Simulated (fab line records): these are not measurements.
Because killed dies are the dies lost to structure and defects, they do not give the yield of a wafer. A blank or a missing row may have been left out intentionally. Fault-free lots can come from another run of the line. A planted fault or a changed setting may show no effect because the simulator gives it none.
fab line records	flow n5-finfet
record: lots: 10	wafers: 30	last-day: 18
route steps=1938 shown HKMG_FIN@440 BEOL_M4@1089 BEOL_M5@1116 PASSIVATION@1936
lots with no fault: from the same line, run without faults
start-h: the number of hours between the record's first day and the start of the first shown wafer of the lot	wait-h: how many hours have passed since the lot's step before this one	" repeats the value in the row above	L1.1+2: a single row standing in for several wafers	- no value present, or no start provided	* or withheld: withheld	< > ~ a bound
route shown NAME@n: a module of which the file shows steps, and the number in the route of the first	usual: mean/standard deviation of fault-free wafers	same: alike in all rows	chamber/n: place in a boat	sites: per-site readings	_std_site: the standard deviation of these	_edge_site: the outer-site mean with the inner-site mean subtracted	radius-mm: how far each site lies from the wafer's centre	mask NAME#n: copy n	behind: the last tool/chamber to shape the wafer	hold: the reason the lot was held/the length of the hold in hours/how it ended	device: whichever transistor did not switch (one of n, p or np)	end of line: the same wafers' tests at the end of the route	step lacking rows: just its recipe	killed: the dies lost at the first sort to structure and to defects; this is not the yield of the wafer	map: per-die view of a wafer (x killed, . not killed, _ where there is no die)
set.NAME: the setting as run; set.NAME@STEP: as run at that earlier step	model.NAME: the simulator's own value behind a step, which no gauge read
steps of the route over a sample of lots; a table a step, a row a wafer
services: from which hour (start-h, from the record's first day; less than 0 if before it) a tool's chamber was out of use, for how many hours, and why
== steps ==
step: N5_HKMG_FIN_WET_ETCH_18
recipe: chemistry: SC1	target: TiN	mix: 1:1:5	temp-c: *	time-s: 55	target-depth-nm: 5.2	dry: ipa-marangoni	rinse-time-s: 30	rinse-temp-c: 23
lot.wafer	tool	chamber	start-h	wait-h
L576.4+5+6	wet-bench-02	1,6,5	81.75	0.1
L577.2+3+4	wet-bench-02	0,3,2	92.12	0.1
L578.2+4+6	wet-bench-02	1,5,4	94.04	0.1
L580.3+4+5	wet-bench-06	6,7,2	108.56	0.1
L582.1+3+4	wet-bench-06	6,7,1	118.72	0.1
L583.2+4+6	wet-bench-02	7,0,1	138.94	0.1
L584.1+4+6	wet-bench-02	4,1,2	141.59	0.1
L589.4+5+6	wet-bench-05	6,5,3	157.46	0.1
L598.1+3+5	wet-bench-05	6,0,5	213.06	0.1
L599.2+3+4	wet-bench-05	6,1,5	221.32	0.1
step: N5_BEOL_M4_ANNEAL_82
recipe: temp-c: 400	time-s: 240	ambient: vacuum
usual: heater-power-w: 810/82
same: time-s: 240
lot.wafer	tool	chamber	start-h	wait-h	heater-power-w
L576.4	pvd-sputter-01	-	164.62	0.0	770
L576.5	"	-	"	"	958
L576.6	"	-	"	"	757
L578.2	pvd-sputter-01	-	179.36	0.0	971
L578.4	"	-	"	"	767
L578.6	"	-	"	"	774
L577.2	pvd-sputter-03	-	184.31	0.0	740
L577.3	"	-	"	"	666
L577.4	"	-	"	"	920
L580.3	pvd-sputter-03	-	204.90	0.0	853
L580.4	"	-	"	"	665
L580.5	"	-	"	"	862
L582.1	pvd-sputter-01	-	213.18	0.0	789
L582.3	"	-	"	"	772
L582.4	"	-	"	"	959
L583.2	pvd-sputter-01	-	228.47	0.0	776
L583.4	"	-	"	"	751
L583.6	"	-	"	"	807
L584.1	pvd-sputter-02	-	245.75	0.0	749
L584.4	"	-	"	"	805
L584.6	"	-	"	"	756
L589.4	pvd-sputter-03	-	259.62	0.0	852
L589.5	"	-	"	"	828
L589.6	"	-	"	"	748
L598.1	pvd-sputter-01	-	293.38	0.0	791
L598.3	"	-	"	"	737
L598.5	"	-	"	"	975
L599.2	pvd-sputter-02	-	326.04	0.0	745
L599.3	"	-	"	"	812
L599.4	"	-	"	"	875
step: N5_BEOL_M4_ANNEAL_89
recipe: temp-c: 400	time-s: 240	ambient: vacuum
usual: heater-power-w: 809/81
same: time-s: 240
lot.wafer	tool	chamber	start-h	wait-h	heater-power-w
L576.4	pvd-sputter-01	-	165.06	0.0	757
L576.5	"	-	"	"	983
L576.6	"	-	"	"	783
L578.2	pvd-sputter-01	-	179.80	0.0	993
L578.4	"	-	"	"	747
L578.6	"	-	"	"	782
L577.2	pvd-sputter-03	-	184.75	0.0	753
L577.3	"	-	"	"	658
L577.4	"	-	"	"	907
L580.3	pvd-sputter-03	-	205.34	0.0	855
L580.4	"	-	"	"	646
L580.5	"	-	"	"	846
L582.1	pvd-sputter-01	-	213.65	0.0	797
L582.3	"	-	"	"	757
L582.4	"	-	"	"	963
L583.2	pvd-sputter-01	-	228.91	0.0	787
L583.4	"	-	"	"	758
L583.6	"	-	"	"	799
L584.1	pvd-sputter-02	-	246.19	0.0	741
L584.4	"	-	"	"	788
L584.6	"	-	"	"	753
L589.4	pvd-sputter-03	-	260.06	0.0	858
L589.5	"	-	"	"	862
L589.6	"	-	"	"	762
L598.1	pvd-sputter-01	-	293.82	0.0	813
L598.3	"	-	"	"	756
L598.5	"	-	"	"	982
L599.2	pvd-sputter-02	-	326.48	0.0	743
L599.3	"	-	"	"	760
L599.4	"	-	"	"	868
step: N5_BEOL_M4_RC_MEAS_101
usual: DIBL_N: 36.1/1.6	DIBL_P: 36.6/1.9	IOFF_N: 0.160/0.026	IOFF_N_85C: 3.1/0.42	IOFF_N_LIN: 0.075/0.0097	IOFF_N_LONG: 5.6e-05/3.2e-06	IOFF_P: 0.210/0.028	ION_N: 677/10	ION_P: 464/6.9	SS_N: 71.4/0.56	SS_P: 73.3/0.61	VT_N: 249.1/2.6	VT_N_LONG: 274.5/2.3	VT_N_LVT: 97.6/2.8	VT_P: -250/3.3
lot.wafer	tool	chamber	start-h	wait-h	DIBL_N[mV/V]	DIBL_P[mV/V]	IOFF_N[nA/um]	IOFF_N_85C[nA/um]	IOFF_N_LIN[nA/um]	IOFF_N_LONG[nA/um]	IOFF_P[nA/um]	ION_N[uA/um]	ION_P[uA/um]	SS_N[mV/dec]	SS_P[mV/dec]	VT_N[mV]	VT_N_LONG[mV]	VT_N_LVT[mV]	VT_P[mV]
L576.4	prober-01	0	167.43	0.5	36.5	35.3	0.142	2.8	0.067	5.2e-05	0.179	670	466	71.4	73.5	250.7	276.8	100.4	-255
L576.5	"	0	"	"	38.0	38.2	0.173	3.3	0.080	5.1e-05	0.216	682	468	71.7	74.4	249.5	278.5	98.3	-250
L576.6	"	0	"	"	36.2	35.1	0.145	2.8	0.068	5.2e-05	0.173	679	460	71.7	73.0	250.8	278.2	101.0	-255
L578.2	prober-01	0	181.88	0.2	36.4	38.0	0.166	3.2	0.080	5.7e-05	0.235	695	483	71.1	73.5	247.1	273.8	94.7	-245
L578.4	"	0	"	"	34.7	36.5	0.136	2.7	0.067	5.6e-05	0.211	672	472	71.5	72.5	252.0	274.4	98.6	-249
L578.6	"	0	"	"	35.3	36.5	0.143	2.8	0.071	5.7e-05	0.214	683	473	71.5	73.6	250.8	273.7	96.9	-247
L577.2	prober-01	0	186.81	0.2	37.3	38.1	0.174	3.3	0.084	5.2e-05	0.238	687	473	71.9	73.8	250.0	272.6	96.6	-248
L577.3	"	0	"	"	34.0	33.5	0.107	2.2	0.058	5.2e-05	0.166	657	455	71.0	72.6	256.2	275.5	103.3	-255
L577.4	"	0	"	"	35.0	34.0	0.120	2.4	0.061	5.3e-05	0.170	663	458	70.8	73.5	253.8	277.2	101.9	-254
L580.3	prober-02	0	207.55	0.3	35.6	36.2	0.157	3.1	0.072	5.8e-05	0.204	668	458	71.2	73.5	250.6	273.4	96.1	-252
L580.4	"	0	"	"	34.9	35.3	0.144	2.8	0.068	6e-05	0.190	678	466	70.7	73.0	251.0	274.2	95.9	-250
L580.5	"	0	"	"	33.4	33.9	0.128	2.6	0.062	5.9e-05	0.175	662	460	71.4	72.2	250.9	271.4	98.5	-254
L582.1	prober-01	0	215.79	0.0	38.0	38.7	0.172	3.4	0.081	5.3e-05	0.209	681	461	71.2	73.9	251.7	276.4	97.1	-252
L582.3	"	0	"	"	37.6	38.7	0.176	3.4	0.083	5.2e-05	0.210	683	456	71.5	74.3	246.0	274.9	95.6	-253
L582.4	"	0	"	"	38.1	38.3	0.159	3.1	0.074	5.3e-05	0.192	679	459	71.7	73.7	251.9	278.5	99.6	-253
L583.2	prober-02	0	231.25	0.5	36.6	36.8	0.179	3.4	0.082	6e-05	0.247	688	478	71.8	73.4	246.2	276.9	97.9	-246
L583.4	"	0	"	"	36.2	37.2	0.175	3.3	0.081	5.9e-05	0.250	684	467	71.8	74.1	246.8	270.7	96.8	-247
L583.6	"	0	"	"	36.5	36.4	0.178	3.4	0.082	6e-05	0.242	692	470	71.5	73.8	245.6	275.2	96.6	-246
L584.1	prober-01	0	248.10	0.0	33.8	35.6	0.144	2.8	0.066	5.4e-05	0.198	680	462	70.4	72.0	250.6	276.4	99.1	-247
L584.4	"	0	"	"	36.5	38.3	0.198	3.7	0.085	5.4e-05	0.240	682	465	71.9	73.4	247.1	275.6	95.2	-248
L584.6	"	0	"	"	33.9	35.4	0.005	0.2	0.002	2.3e-05	0.193	461	463	71.2	72.9	348.8	371.9	197.6	-249
L589.4	prober-01	0	262.42	0.5	37.1	38.9	0.179	3.5	0.082	5.6e-05	0.216	680	464	71.5	74.3	247.0	272.8	94.1	-249
L589.5	"	0	"	"	35.1	35.9	0.148	3.0	0.071	5.7e-05	0.180	679	460	71.3	73.1	249.2	276.1	95.8	-254
L589.6	"	0	"	"	37.8	38.4	0.194	3.8	0.088	5.7e-05	0.211	690	462	71.9	73.8	246.3	272.9	93.1	-252
L598.1	prober-02	0	295.72	0.0	35.4	33.3	0.125	2.6	0.060	5.7e-05	0.197	661	459	71.2	73.2	252.5	275.6	103.6	-250
L598.3	"	0	"	"	34.4	33.6	0.127	2.5	0.063	5.5e-05	0.199	671	469	70.7	73.0	251.0	274.7	102.6	-249
L598.5	"	0	"	"	36.7	35.4	0.148	2.9	0.070	5.7e-05	0.233	662	463	71.7	73.4	249.6	274.1	101.4	-249
L599.2	prober-02	0	328.55	0.2	35.3	35.8	0.152	3.0	0.074	5.9e-05	0.208	679	467	72.3	73.2	248.8	275.7	97.1	-248
L599.3	"	0	"	"	34.2	35.1	0.135	2.7	0.068	5.7e-05	0.202	671	462	71.0	72.5	247.0	275.1	98.1	-249
L599.4	"	0	"	"	36.9	38.2	0.194	3.7	0.090	5.8e-05	0.246	687	473	71.9	73.0	243.7	273.7	94.2	-244
step: N5_BEOL_M5_HM_DEP_02
recipe: material: TiN	target-thk-a: 200	temp-c: 25	chamber-pressure-pa: 0.49996
usual: throttle-valve-pct: 29.5/0.96
lot.wafer	tool	chamber	start-h	wait-h	throttle-valve-pct
L576.4	pvd-sputter-01	-	169.82	0.8	31.6
L576.5	"	-	"	"	28.0
L576.6	"	-	"	"	30.8
L578.2	pvd-sputter-03	-	183.65	0.3	28.8
L578.4	"	-	"	"	29.6
L578.6	"	-	"	"	29.5
L577.2	pvd-sputter-02	-	189.16	0.4	29.8
L577.3	"	-	"	"	29.2
L577.4	"	-	"	"	28.9
L580.3	pvd-sputter-03	-	210.42	1.6	28.7
L580.4	"	-	"	"	29.1
L580.5	"	-	"	"	29.3
L582.1	pvd-sputter-02	-	219.09	1.7	28.8
L582.3	"	-	"	"	28.8
L582.4	"	-	"	"	29.7
L583.2	pvd-sputter-01	-	234.31	1.6	31.0
L583.4	"	-	"	"	28.0
L583.6	"	-	"	"	31.6
L584.1	pvd-sputter-02	-	250.27	0.6	29.8
L584.4	"	-	"	"	29.1
L584.6	"	-	"	"	29.0
L589.4	pvd-sputter-01	-	265.23	1.5	31.5
L589.5	"	-	"	"	28.3
L589.6	"	-	"	"	29.9
L598.1	pvd-sputter-02	-	297.64	0.3	29.1
L598.3	"	-	"	"	29.9
L598.5	"	-	"	"	29.1
L599.2	pvd-sputter-03	-	330.43	0.4	29.3
L599.3	"	-	"	"	29.6
L599.4	"	-	"	"	28.9
step: N5_PASSIVATION_PROBE_49
usual: defect-limited-yield: 91.3/1.5	killed_at_M0_to_M3: 34/10	killed_at_M4_up: 13/4.9	killed-at-contacts: 13/6.1	killed-at-front-end: 39/13	killed-at-other: 4.1/2.7	killed-dies: 103/18	killed-open: 68/13	killed-short: 32/7.6	sort_bin_5_function: 5.2/1	sort_bin_6_memory: 3.2/0.75	sort_bin_8_speed: 0/0	sort-n-pass: 1077/18	sort-yield-pct: 91.3/1.5
same: gross-dies: 1180	killed-at-back-side: 0	sort_bin_4_leakage[%]: 0
lot.wafer	tool	chamber	start-h	wait-h	defect-limited-yield[%]	killed_at_M0_to_M3	killed_at_M4_up	killed-at-contacts	killed-at-front-end	killed-at-other	killed-dies	killed-open	killed-short	sort_bin_5_function[%]	sort_bin_6_memory[%]	sort_bin_8_speed[%]	sort-n-pass	sort-yield-pct[%]
L576.4	prober-02	-	264.17	0.2	90.9	28	20	14	42	3	107	71	33	5.3	3.6	0	1073	90.9
L576.5	prober-02	-	264.22	0.2	91.4	17	15	12	55	3	102	56	39	5.3	2.9	0	1078	91.4
L576.6	prober-02	-	264.27	0.3	94.3	26	11	9	19	2	67	52	14	3.4	2.1	0	1113	94.3
L578.2	prober-01	-	271.81	0.1	90.2	32	14	8	61	1	116	83	30	6.8	2.8	0	1064	90.2
L578.4	prober-01	-	271.91	0.2	89.5	30	8	14	65	7	124	86	34	5.8	4.5	0	1056	89.5
L578.6	prober-01	-	272.01	0.3	90.3	28	18	19	47	2	114	69	39	5.2	3.6	0	1066	90.3
L577.2	prober-02	-	278.90	1.0	91.2	30	12	7	53	2	104	69	32	4.6	3.7	0	1076	91.2
L577.3	prober-02	-	278.95	1.0	91.6	38	7	8	43	3	99	61	35	5.3	2.8	0	1081	91.6
L577.4	prober-02	-	279.00	1.1	92.7	29	8	15	30	4	86	71	15	3.6	3.4	0	1094	92.7
L580.3	prober-01	-	313.25	0.1	92.0	33	7	9	35	10	94	58	34	4.0	3.6	0	1086	92.0
L580.4	prober-01	-	313.30	0.2	92.6	30	14	7	31	5	87	51	27	3.9	3.1	0	1093	92.6
L580.5	prober-01	-	313.35	0.2	90.4	43	10	9	39	12	113	77	30	6.6	2.7	0	1067	90.4
L582.1	prober-02	-	322.10	0.0	90.7	52	24	10	23	1	110	54	52	4.8	3.9	0	1070	90.7
L582.3	prober-02	-	322.20	0.1	90.2	54	13	8	40	1	116	74	39	5.3	4.2	0	1064	90.2
L582.4	prober-02	-	322.25	0.2	90.3	50	15	24	21	5	115	80	29	5.8	3.8	0	1065	90.3
L583.2	prober-01	-	339.58	0.1	89.2	19	10	21	73	5	128	90	35	6.5	3.9	0	1052	89.2
L583.4	prober-01	-	339.68	0.2	89.8	17	11	27	64	1	120	86	33	6.2	3.7	0	1060	89.8
L583.6	prober-01	-	339.78	0.3	86.7	29	9	28	88	3	157	109	47	7.3	5.6	0	1023	86.7
L584.1	prober-01	-	353.49	0.0	93.2	31	10	8	28	3	80	50	28	4.4	2.2	0	1100	93.2
L584.4	prober-01	-	353.64	0.2	92.0	37	11	4	36	6	94	59	29	4.2	3.6	0	1086	92.0
L584.6	prober-01	-	353.74	0.3	91.8	36	8	13	36	4	97	64	30	5.5	2.4	91.78	0	0
L589.4	prober-02	-	367.51	0.2	89.9	49	16	13	36	5	119	78	36	5.6	3.8	0	1061	89.9
L589.5	prober-02	-	367.56	0.2	88.5	28	10	10	81	7	136	96	37	6.9	4.4	0	1044	88.5
L589.6	prober-02	-	367.61	0.3	90.4	36	5	10	50	12	113	64	43	5.6	3.1	0	1067	90.4
L598.1	prober-01	-	398.97	0.0	91.4	32	6	18	38	7	101	63	35	5.3	2.7	0	1079	91.4
L598.3	prober-01	-	399.07	0.1	93.0	29	15	4	27	8	83	64	19	3.6	3.2	0	1097	93.0
L598.5	prober-01	-	399.17	0.2	90.8	23	11	10	55	10	109	66	41	6.2	2.7	0	1071	90.8
L599.2	prober-02	-	434.12	0.1	91.9	33	22	9	27	4	95	71	22	4.9	2.9	0	1085	91.9
L599.3	prober-02	-	434.17	0.1	92.3	30	16	12	30	3	91	64	23	5.3	2.2	0	1089	92.3
L599.4	prober-02	-	434.22	0.2	90.3	48	14	10	32	11	115	74	39	6.1	3.3	0	1065	90.3
killed by level:class
L576.4 BEOL_M4:geometric-particle:open=11 FIN_SAQP:geometric-particle:short=10 STI_FIN_REVEAL:geometric-particle:open=10 MOL_CONTACT_COAG:geometric-particle:open=8 BEOL_M1:geometric-particle:open=7 BEOL_M3:geometric-particle:open=7 MOL_CONTACT_COAG:geometric-particle:short=6 BEOL_M0_SAQP:geometric-particle:open=5
L576.5 STI_FIN_REVEAL:geometric-particle:open=10 FIN_SAQP:geometric-particle:short=8 MOL_CONTACT_COAG:geometric-particle:open=8 STI_FIN_REVEAL:geometric-particle:short=7 BEOL_M4:geometric-particle:open=6 FIN_SAQP:geometric-particle:open=5 BEOL_M0_SAQP:geometric-particle:open=4 GATE_CUT:geometric-particle:short=4
L576.6 BEOL_M3:geometric-particle:open=10 MOL_CONTACT_COAG:geometric-particle:open=8 FIN_SAQP:geometric-particle:open=6 BEOL_M0_SAQP:geometric-particle:open=6 STI_FIN_REVEAL:geometric-particle:open=3 BEOL_M2:geometric-particle:open=3 BEOL_M4:geometric-particle:open=3 BEOL_M0_SAQP:geometric-particle:short=2
L578.2 STI_FIN_REVEAL:geometric-particle:open=20 FIN_SAQP:geometric-particle:open=16 FIN_SAQP:geometric-particle:short=10 BEOL_M2:geometric-particle:open=9 MOL_CONTACT_COAG:geometric-particle:open=7 BEOL_M4:geometric-particle:open=7 BEOL_M0_SAQP:geometric-particle:short=5 BEOL_M3:geometric-particle:open=4
L578.4 STI_FIN_REVEAL:geometric-particle:open=26 FIN_SAQP:geometric-particle:open=13 MOL_CONTACT_COAG:geometric-particle:open=12 FIN_SAQP:geometric-particle:short=11 BEOL_M2:geometric-particle:open=8 BEOL_M0_SAQP:geometric-particle:open=7 BEOL_M0_SAQP:geometric-particle:short=5 BEOL_M3:geometric-particle:open=5
L578.6 FIN_SAQP:geometric-particle:short=13 MOL_CONTACT_COAG:geometric-particle:open=13 BEOL_M2:geometric-particle:open=11 STI_FIN_REVEAL:geometric-particle:open=9 BEOL_M4:geometric-particle:open=7 FIN_SAQP:geometric-particle:open=5 MOL_CONTACT_COAG:geometric-particle:short=5 HKMG_FIN:area-etch=5
L577.2 STI_FIN_REVEAL:geometric-particle:open=22 FIN_SAQP:geometric-particle:open=11 BEOL_M0_SAQP:geometric-particle:short=10 MOL_CONTACT_COAG:geometric-particle:open=7 BEOL_M2:geometric-particle:open=6 FIN_SAQP:geometric-particle:short=5 BEOL_M0_SAQP:geometric-particle:open=5 BEOL_M4:geometric-particle:short=4
L577.3 FIN_SAQP:geometric-particle:short=11 FIN_SAQP:geometric-particle:open=11 BEOL_M3:geometric-particle:open=10 BEOL_M2:geometric-particle:open=10 BEOL_M0_SAQP:geometric-particle:short=7 DUMMY_GATE:geometric-particle:open=6 MOL_CONTACT_COAG:geometric-particle:open=6 STARTING-WAFER:geometric-particle:short=6
L577.4 MOL_CONTACT_COAG:geometric-particle:open=14 BEOL_M3:geometric-particle:open=14 STI_FIN_REVEAL:geometric-particle:open=8 GATE_CUT:geometric-particle:short=5 BEOL_M2:geometric-particle:open=5 FIN_SAQP:geometric-particle:short=4 FIN_SAQP:geometric-particle:open=4 BEOL_M4:geometric-particle:open=4
L580.3 BEOL_M0_SAQP:geometric-particle:short=11 BEOL_M1:geometric-particle:open=8 FIN_SAQP:geometric-particle:short=7 MOL_CONTACT_COAG:geometric-particle:open=7 FIN_SAQP:geometric-particle:open=5 GATE_CUT:geometric-particle:open=5 GATE_CUT:geometric-particle:short=5 BEOL_M0_SAQP:geometric-particle:open=5
L580.4 FIN_SAQP:geometric-particle:open=9 BEOL_M0_SAQP:geometric-particle:open=8 BEOL_M0_SAQP:geometric-particle:short=7 MOL_CONTACT_COAG:geometric-particle:open=6 GATE_CUT:geometric-particle:short=5 BEOL_M4:geometric-particle:open=5 HKMG_FIN:area-etch=5 BEOL_M3:geometric-particle:open=4
L580.5 FIN_SAQP:geometric-particle:open=20 BEOL_M0_SAQP:geometric-particle:open=15 BEOL_M0_SAQP:geometric-particle:short=9 BEOL_M2:geometric-particle:open=7 FIN_SAQP:geometric-particle:short=6 MOL_CONTACT_COAG:geometric-particle:open=6 MOL_CONTACT_COAG:geometric-particle:short=3 BEOL_M4:geometric-particle:open=3
L582.1 BEOL_M0_SAQP:geometric-particle:short=18 BEOL_M0_SAQP:geometric-particle:open=12 BEOL_M2:geometric-particle:open=8 GATE_CUT:geometric-particle:short=7 BEOL_M4:geometric-particle:open=7 MOL_CONTACT_COAG:geometric-particle:open=5 BEOL_M4:geometric-particle:short=5 BEOL_M3:geometric-particle:open=5
L582.3 BEOL_M0_SAQP:geometric-particle:open=16 BEOL_M0_SAQP:geometric-particle:short=13 FIN_SAQP:geometric-particle:open=9 GATE_CUT:geometric-particle:short=7 MOL_CONTACT_COAG:geometric-particle:open=7 BEOL_M3:geometric-particle:open=7 FIN_SAQP:geometric-particle:short=6 BEOL_M1:geometric-particle:open=5
L582.4 MOL_CONTACT_COAG:geometric-particle:open=18 BEOL_M0_SAQP:geometric-particle:open=13 BEOL_M2:geometric-particle:open=10 BEOL_M0_SAQP:geometric-particle:short=7 BEOL_M3:geometric-particle:open=7 MOL_CONTACT_COAG:geometric-particle:short=5 BEOL_M1:geometric-particle:open=5 BEOL_M7:geometric-particle:open=4
L583.2 STI_FIN_REVEAL:geometric-particle:open=36 MOL_CONTACT_COAG:geometric-particle:open=18 FIN_SAQP:geometric-particle:open=10 STI_FIN_REVEAL:geometric-particle:short=8 BEOL_M0_SAQP:geometric-particle:open=5 BEOL_M1:geometric-particle:open=4 BEOL_M4:geometric-particle:open=4 STARTING-WAFER:geometric-particle:short=4
L583.4 STI_FIN_REVEAL:geometric-particle:open=30 MOL_CONTACT_COAG:geometric-particle:open=20 MOL_CONTACT_COAG:geometric-particle:short=7 FIN_SAQP:geometric-particle:open=6 GATE_CUT:geometric-particle:short=6 BEOL_M0_SAQP:geometric-particle:short=5 BEOL_M0_SAQP:geometric-particle:open=5 FIN_SAQP:geometric-particle:short=4
L583.6 STI_FIN_REVEAL:geometric-particle:open=27 MOL_CONTACT_COAG:geometric-particle:open=17 FIN_SAQP:geometric-particle:open=12 STI_FIN_REVEAL:geometric-particle:short=12 MOL_CONTACT_COAG:geometric-particle:short=11 FIN_SAQP:geometric-particle:short=8 GATE_CUT:geometric-particle:open=8 BEOL_M1:geometric-particle:open=7
L584.1 MOL_CONTACT_COAG:geometric-particle:open=7 BEOL_M2:geometric-particle:open=7 BEOL_M3:geometric-particle:open=7 STI_FIN_REVEAL:geometric-particle:open=6 STI_FIN_REVEAL:geometric-particle:short=5 DUMMY_GATE:geometric-particle:open=5 FIN_SAQP:geometric-particle:short=4 BEOL_M0_SAQP:geometric-particle:short=3
L584.4 BEOL_M0_SAQP:geometric-particle:open=12 STI_FIN_REVEAL:geometric-particle:open=11 BEOL_M0_SAQP:geometric-particle:short=7 GATE_CUT:geometric-particle:short=5 BEOL_M2:geometric-particle:open=5 BEOL_M3:geometric-particle:open=5 BEOL_M1:geometric-particle:open=4 FIN_SAQP:geometric-particle:open=3
L584.6 MOL_CONTACT_COAG:geometric-particle:open=11 FIN_SAQP:geometric-particle:open=10 BEOL_M0_SAQP:geometric-particle:short=10 BEOL_M0_SAQP:geometric-particle:open=9 STI_FIN_REVEAL:geometric-particle:open=8 BEOL_M2:geometric-particle:open=6 DUMMY_GATE:geometric-particle:open=5 BEOL_M3:geometric-particle:open=5
L589.4 STI_FIN_REVEAL:geometric-particle:open=14 BEOL_M0_SAQP:geometric-particle:short=10 BEOL_M1:geometric-particle:open=10 MOL_CONTACT_COAG:geometric-particle:short=7 BEOL_M0_SAQP:geometric-particle:open=7 BEOL_M2:geometric-particle:open=7 BEOL_M0:geometric-particle:open=6 BEOL_M4:geometric-particle:open=6
L589.5 STI_FIN_REVEAL:geometric-particle:open=34 FIN_SAQP:geometric-particle:open=13 STI_FIN_REVEAL:geometric-particle:short=9 MOL_CONTACT_COAG:geometric-particle:open=9 BEOL_M1:geometric-particle:open=7 GATE_CUT:geometric-particle:short=5 BEOL_M0_SAQP:geometric-particle:short=5 BEOL_M4:geometric-particle:open=4
L589.6 FIN_SAQP:geometric-particle:short=9 FIN_SAQP:geometric-particle:open=8 STI_FIN_REVEAL:geometric-particle:open=8 MOL_CONTACT_COAG:geometric-particle:open=8 BEOL_M0:geometric-particle:open=7 BEOL_M0_SAQP:geometric-particle:open=6 BEOL_M1:geometric-particle:open=6 PAD_METAL:geometric-particle:short=6
L598.1 MOL_CONTACT_COAG:geometric-particle:open=12 BEOL_M2:geometric-particle:open=9 BEOL_M3:geometric-particle:open=7 BEOL_M0_SAQP:geometric-particle:short=6 BEOL_M1:geometric-particle:open=6 FIN_SAQP:geometric-particle:open=5 STI_FIN_REVEAL:geometric-particle:open=5 DUMMY_GATE:geometric-particle:open=5
L598.3 BEOL_M1:geometric-particle:open=9 BEOL_M4:geometric-particle:open=8 FIN_SAQP:geometric-particle:open=7 STI_FIN_REVEAL:geometric-particle:open=5 BEOL_M3:geometric-particle:open=5 BEOL_M2:geometric-particle:open=4 DUMMY_GATE:geometric-particle:open=3 MOL_CONTACT_COAG:geometric-particle:open=3
L598.5 STI_FIN_REVEAL:geometric-particle:open=16 FIN_SAQP:geometric-particle:short=11 FIN_SAQP:geometric-particle:open=10 GATE_CUT:geometric-particle:short=7 MOL_CONTACT_COAG:geometric-particle:open=7 BEOL_M0_SAQP:geometric-particle:open=6 BEOL_M2:geometric-particle:open=5 BEOL_M4:geometric-particle:open=5
L599.2 BEOL_M4:geometric-particle:open=13 BEOL_M0_SAQP:geometric-particle:open=8 BEOL_M1:geometric-particle:open=8 DUMMY_GATE:geometric-particle:open=7 MOL_CONTACT_COAG:geometric-particle:open=7 BEOL_M2:geometric-particle:short=5 FIN_SAQP:geometric-particle:short=4 STI_FIN_REVEAL:geometric-particle:open=4
L599.3 MOL_CONTACT_COAG:geometric-particle:open=11 BEOL_M1:geometric-particle:open=10 FIN_SAQP:geometric-particle:short=6 STI_FIN_REVEAL:geometric-particle:open=5 DUMMY_GATE:geometric-particle:open=5 BEOL_M2:geometric-particle:open=5 BEOL_M3:geometric-particle:open=4 BEOL_M4:geometric-particle:open=4
L599.4 BEOL_M1:geometric-particle:open=11 BEOL_M0_SAQP:geometric-particle:open=10 MOL_CONTACT_COAG:geometric-particle:open=9 BEOL_M3:geometric-particle:open=7 FIN_SAQP:geometric-particle:short=6 FIN_SAQP:geometric-particle:open=5 BEOL_M1:geometric-particle:short=5 STARTING-WAFER:geometric-particle:open=5
== services ==
tool	chamber	start-h	hours	kind
wet-bench-06	-	136.32	6.8	repair
wet-bench-05	-	152.36	2.7	repair
pvd-sputter-03	-	160.97	3.8	repair
pvd-sputter-01	-	196.31	1.0	repair
pvd-sputter-01	-	302.73	1.0	repair
pvd-sputter-02	-	321.35	3.9	repair
== key ==
first-sign: step: N5_BEOL_M4_RC_MEAS_101	reading: VT_N_LONG	direction: up	sigmas: 42	usual: 274.5	struck: 371.9
effect: step: N5_BEOL_M4_RC_MEAS_101	reading: VT_N	direction: up	sigmas: 38	usual: 249.1	struck: 348.8
effect: step: N5_BEOL_M4_RC_MEAS_101	reading: VT_N_LVT	direction: up	sigmas: 35	usual: 97.6	struck: 197.6
effect: step: N5_BEOL_M4_RC_MEAS_101	reading: ION_N	direction: down	sigmas: 21	usual: 677	struck: 461
effect: step: N5_BEOL_M4_RC_MEAS_101	reading: IOFF_N_LONG	direction: down	sigmas: 10	usual: 5.6e-05	struck: 2.3e-05
effect: step: N5_BEOL_M4_RC_MEAS_101	reading: IOFF_N_LIN	direction: down	sigmas: 7.5	usual: 0.075	struck: 0.002
effect: step: N5_BEOL_M4_RC_MEAS_101	reading: IOFF_N_85C	direction: down	sigmas: 7	usual: 3.1	struck: 0.2
effect: step: N5_BEOL_M4_RC_MEAS_101	reading: IOFF_N	direction: down	sigmas: 6.1	usual: 0.160	struck: 0.005
effect: step: N5_PASSIVATION_PROBE_49	reading: sort_bin_8_speed	direction: up	sigmas: 99+	usual: 0	struck: 91.78
met-at N5_HKMG_FIN_WET_ETCH_18
struck-lots L584
struck-wafers L584.6
not-acting-at N5_BEOL_M4_ANNEAL_82,N5_BEOL_M4_ANNEAL_89,N5_BEOL_M5_HM_DEP_02
onset-between 92.12 141.59
fault: kind: process-parameter-drift	tool: wet-bench-02	chamber: 2	onset-h: 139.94	steps: N5_HKMG_FIN_WET_ETCH_18	channel: time-s	offset: *	shape: step	end-h: 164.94	acts-in: *	stated: *
